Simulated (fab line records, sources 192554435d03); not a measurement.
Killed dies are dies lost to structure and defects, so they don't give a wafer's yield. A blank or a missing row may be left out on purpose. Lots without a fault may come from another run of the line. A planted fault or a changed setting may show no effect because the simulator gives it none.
Split-lot experiment | flow n5_finfet | 7 lots, 21 wafers read, on a route of 1938 steps

THE SPLIT
At N5_MOL_CONTACT_COAG_PECVD_31 (deposits SiO2 from TEOS/O2, target thk 46 nm, time 8.9 s), the setting temp_c was moved away from the recipe's 400 C on 5 of the 21 wafers read, by -3.9% to +2.9%. The other wafers ran this setting at the recipe's value.

The file shows no step between the split and the reading.

THE READING
etch.depth_nm (the simulator's own value, which no gauge read), in nm, at N5_MOL_CONTACT_COAG_VIA_ETCH_46 (etches SiO2 in C4F6/O2, target depth 46 nm, overetch 9.2 nm, time 40 s). The file gives no usual value for it. The 16 wafers here that ran the recipe average 45.77 nm, standard deviation 0.53 nm.

wafer  | tool, chamber at the split | temp_c as run, C | against the recipe | etch.depth_nm, nm | against lot-mates on the recipe
L078.2 | pecvd-01, 0                | 400              | recipe             | 45.54             | -
L078.3 | pecvd-01, 2                | 400              | recipe             | 44.73             | -
L078.4 | pecvd-01, 1                | 400              | recipe             | 46.09             | -
L083.4 | pecvd-01, 2,1              | 400              | recipe             | 46.01             | -
L083.5 | pecvd-01, 2,1              | 400              | recipe             | 45.96             | -
L083.6 | pecvd-01, 0                | 400              | recipe             | 46.19             | -
L085.2 | pecvd-02, 2                | 392.7            | -1.8%              | 47.09             | +1.69
L085.3 | pecvd-02, 1                | 400              | recipe             | 45.4              | -
L085.5 | pecvd-02, 2                | 392.7            | -1.8%              | 48.1              | +2.70
L088.1 | pecvd-03, 0                | 395.1            | -1.2%              | 46.62             | +0.68
L088.2 | pecvd-03, 2                | 400              | recipe             | 45.85             | -
L088.3 | pecvd-03, 1                | 400              | recipe             | 46.03             | -
L089.4 | pecvd-01, 1                | 384.3            | -3.9%              | 50.99             | +5.13
L089.5 | pecvd-01, 2                | 400              | recipe             | 45                | -
L089.6 | pecvd-01, 0                | 400              | recipe             | 46.73             | -
L092.2 | pecvd-03, 0                | 400              | recipe             | 45.26             | -
L092.3 | pecvd-03, 2                | 400              | recipe             | 46.19             | -
L092.6 | pecvd-03, 0                | 400              | recipe             | 45.63             | -
L095.2 | pecvd-01, 1                | 400              | recipe             | 45.22             | -
L095.3 | pecvd-01, 0                | 411.7            | +2.9%              | 43.26             | -2.60
L095.5 | pecvd-01, 1                | 400              | recipe             | 46.51             | -
Where a row lists several chambers, the file gives one row for several wafers and doesn't say which wafer went through which chamber.

THE FIT
A straight line over all 21 wafers: etch.depth_nm changes by -1.1 nm for each +1% of temp_c; r = -0.92; the points scatter about the line by 0.59 nm.
The same after taking each lot's own level away (the mean of its wafers on the recipe; 21 wafers): -1.13 nm for each +1%; r = -0.93; scatter 0.55 nm.
On that fit, the largest move of temp_c shifts the reading by 4.4 nm.
The lots' own levels span 45.400 to 46.053 nm, that is 1.2 times the standard deviation above.
So the lot-to-lot level changes the slope little: the two slopes agree.
Check: with one of the wafers moved furthest among these (-3.9%) left out of the fit, the line predicts +3.88 nm for it against its lot-mates. It came out at +5.13 nm against them.

OTHER SPLITS ON THESE WAFERS
These wafers also went through other splits before the reading. Each is held against what the fit with the lots' levels taken away leaves over:
other split on the same wafers | wafers away from the commonest value | r with etch.depth_nm (lot level and that fit taken away)
N5_SDB_COAT_03 spin_rpm        | 7                                    | -0.06
N5_SDB_COAT_04 time_s          | 8                                    | -0.10
N5_HKMG_FIN_COAT_66 spin_rpm   | 5                                    | -0.09
N5_GATE_CUT_ETCH_37 bias_w     | 8                                    | +0.00

THE WHOLE CHAIN: every reading that the file lists as answering this split, in the file's order
step                            | what it does                                                           | reading                                                                                   | change (the file's fit)              | r (the file's)
N5_MOL_CONTACT_COAG_PECVD_31    | deposits SiO2 from TEOS/O2, target thk 46 nm, time 8.9 s               | SiO2_of_MOL_CONTACT_COAG_PECVD_31.thk_nm (the simulator's own value, which no gauge read) | -1.13 nm for each +1% of the setting | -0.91
N5_MOL_CONTACT_COAG_VIA_ETCH_46 | etches SiO2 in C4F6/O2, target depth 46 nm, overetch 9.2 nm, time 40 s | etch.depth_nm (the simulator's own value, which no gauge read)                            | -1.13 nm for each +1% of the setting | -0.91

THE FILE'S OWN FIT
etch.depth_nm changes by -1.13 nm for each +1% of temp_c, r = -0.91.
